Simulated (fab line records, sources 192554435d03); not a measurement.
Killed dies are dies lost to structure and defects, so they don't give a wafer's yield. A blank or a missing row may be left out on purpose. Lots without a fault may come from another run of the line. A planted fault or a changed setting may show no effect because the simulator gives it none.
Chamber matching | flow n5_finfet | N5_HKMG_FIN_ALD_91 on ald_metal-03: 4 sister chambers
The step deposits TiN, target thk 1 nm, pulse time 1 s, purge time 3 s. 8 wafers are shown with their chamber, then 9 later ones without.

WAFERS WITH THEIR CHAMBER
wafer  | chamber | heater_power_w (W) | precursor_pulse_height_rel
L084.2 | 2       | 934                | 1.001
L084.4 | 1       | 920                | 1.017
L084.6 | 3       | 888                | 0.997
L085.1 | 2       | 901                | 1.017
L085.6 | 1       | 937                | 1.025
L087.1 | 0       | 1066               | 1.008
L087.5 | 3       | 882                | 1.026
L087.6 | 0       | 1046               | 1.004

WAFERS WITHOUT THEIR CHAMBER
wafer  | heater_power_w (W) | precursor_pulse_height_rel
L091.2 | 931                | 0.990
L091.3 | 1038               | 1.011
L091.6 | 937                | 1.006
L095.1 | 886                | 0.981
L095.3 | 1036               | 1.019
L095.4 | 931                | 0.993
L096.1 | 930                | 1.011
L096.3 | 925                | 1.013
L096.4 | 1056               | 1.004

WHICH CHAMBER EACH WENT THROUGH
wafer  | from the rows above          | in truth
L091.2 | can't be placed: 2 or 1 or 3 | 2
L091.3 | 0                            | 0
L091.6 | can't be placed: 2 or 1      | 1
L095.1 | can't be placed: 3 or 2 or 1 | 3
L095.3 | 0                            | 0
L095.4 | can't be placed: 2 or 1 or 3 | 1
L096.1 | can't be placed: 1 or 2      | 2
L096.3 | can't be placed: 2 or 1      | 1
L096.4 | 0                            | 0
Placed correctly: 3 of 9. Can't be placed from these rows: 6 (the true chamber is among the candidates in 6). Placed wrongly: 0.
How it was worked out, from the rows above alone: a wafer's distance from a chamber is the root of the sum, over the readings, of the square of ((its reading less the chamber's mean) divided by the reading's scatter). The wafer belongs to the nearest chamber; if the next one is less than 2 further off, it can't be placed. A chamber's mean is the mean of its shown wafers. The scatter: the root of (the sum of the squares of (reading less its chamber's mean) over the shown wafers, divided by (wafers less chambers)).
